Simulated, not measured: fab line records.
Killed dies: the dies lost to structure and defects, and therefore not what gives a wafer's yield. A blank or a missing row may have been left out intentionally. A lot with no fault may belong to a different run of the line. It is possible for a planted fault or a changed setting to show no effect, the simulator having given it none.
Chamber matching -- flow n5_finfet -- N5_BEOL_M10_ETCH_65 on rie_diel-02 has 4 sister chambers
The step etches SiARC in CF4, target depth 39 nm, time 65 s. 4 wafers are shown with their chamber, then 8 later ones without.

== EACH WAFER AND ITS CHAMBER ==
wafer,chamber,drypump_motor_current_A (A)
L085.3,3,5.2
L087.2,2,6.3
L087.3,1,5.0
L094.2,0,4.9

== WAFERS WITHOUT THEIR CHAMBER ==
wafer,drypump_motor_current_A (A)
L094.3,6.3
L094.5,5.2
L096.1,4.9
L096.4,6.4
L096.6,4.9
L097.2,5.0
L097.5,5.2
L097.6,6.3

== THE CHAMBER EACH PASSED THROUGH ==
wafer,from the rows above,in truth
L094.3,2,2
L094.5,3,3
L096.1,0,0
L096.4,2,2
L096.6,0,0
L097.2,1,1
L097.5,3,3
L097.6,2,2
Correct placement for 8 of the 8. Not placeable from these rows: 0. Number placed wrongly: 0.
How it was worked out, from the rows above alone: a wafer's distance from a chamber is the root of the sum, over the readings, of the square of ((its reading less the chamber's mean) divided by the reading's scatter). If the next closest chamber is less than 2 further off than the closest, the wafer can't be placed; otherwise it belongs to the closest. A chamber's mean is the mean of its shown wafers. The scatter (one wafer shown for each chamber): square how far every hidden wafer sits from the nearest shown wafer, average those squares and take the square root.
